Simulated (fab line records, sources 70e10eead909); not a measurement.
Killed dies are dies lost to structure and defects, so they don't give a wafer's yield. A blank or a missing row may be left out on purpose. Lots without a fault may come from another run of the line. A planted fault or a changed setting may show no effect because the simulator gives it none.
Chamber matching | flow nand_harc | NHARC_A_CONTACT_DESCUM_13 on rie_diel-02: 4 sister chambers
The step chemistry O2, time 3 s. 16 wafers are shown with their chamber, then 8 later ones without.

WAFERS WITH THEIR CHAMBER
wafer  | chamber | drypump_motor_current_A (A) | showerhead_plenum_p_Torr (Torr) | oes_product_au (a.u.)
L074.2 | 2       | 5.3                         | 1.87                            | 0.996
L074.3 | 3       | 6.4                         | 1.78                            | 0.999
L074.5 | 3       | 6.4                         | 1.78                            | 1.008
L075.2 | 2       | 5.3                         | 1.87                            | 0.993
L075.5 | 1       | 6.3                         | 1.78                            | 1.004
L075.6 | 0       | 5.7                         | 1.78                            | 1.012
L077.2 | 2       | 5.3                         | 1.87                            | 0.991
L077.3 | 3       | 6.4                         | 1.78                            | 0.994
L077.4 | 1       | 6.3                         | 1.78                            | 0.995
L076.1 | 1       | 6.3                         | 1.78                            | 0.997
L076.2 | 2       | 5.3                         | 1.87                            | 0.983
L076.6 | 3       | 6.4                         | 1.78                            | 1.006
L084.1 | 3       | 6.4                         | 1.77                            | 1.003
L084.2 | 1       | 6.2                         | 1.77                            | 1.008
L084.6 | 0       | 5.7                         | 1.78                            | 1.018
L090.1 | 0       | 5.7                         | 1.77                            | 1.007

SIGNATURES (means of the wafers above)
reading                  | chamber 0 | chamber 1 | chamber 2 | chamber 3 | scatter within a chamber
drypump_motor_current_A  | 5.700     | 6.275     | 5.300     | 6.400     | 0.025
showerhead_plenum_p_Torr | 1.7767    | 1.7775    | 1.8700    | 1.7780    | 0.0043
oes_product_au           | 1.01233   | 1.00100   | 0.99075   | 1.00200   | 0.0057
Rule: a wafer's distance from a chamber is the root of the sum, over the readings, of the square of ((its reading less the chamber's mean) divided by the reading's scatter). The wafer belongs to the nearest chamber; if the next one is less than 2 further off, it can't be placed. The scatter: the root of (the sum of the squares of (reading less its chamber's mean) over the shown wafers, divided by (wafers less chambers)).

WAFERS WITHOUT THEIR CHAMBER
wafer  | drypump_motor_current_A (A) | showerhead_plenum_p_Torr (Torr) | oes_product_au (a.u.)
L090.5 | 6.2                         | 1.77                            | 0.998
L090.6 | 5.7                         | 1.77                            | 1.003
L091.2 | 5.3                         | 1.86                            | 0.991
L091.5 | 6.3                         | 1.77                            | 1.012
L091.6 | 5.7                         | 1.77                            | 1.006
L096.2 | 5.7                         | 2.08                            | 1.012
L096.3 | 6.4                         | 2.08                            | 1.007
L096.6 | 5.3                         | 1.86                            | 1.007

WHICH CHAMBER EACH WENT THROUGH
wafer  | from the rows above     | in truth
L090.5 | 1                       | 1
L090.6 | 0                       | 0
L091.2 | 2                       | 2
L091.5 | can't be placed: 1 or 3 | 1
L091.6 | 0                       | 0
L096.2 | 2                       | 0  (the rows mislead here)
L096.3 | 2                       | 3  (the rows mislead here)
L096.6 | 2                       | 2
Placed correctly: 5 of 8. Can't be placed from these rows: 1 (the true chamber is among the candidates in 1). Placed wrongly: 2.
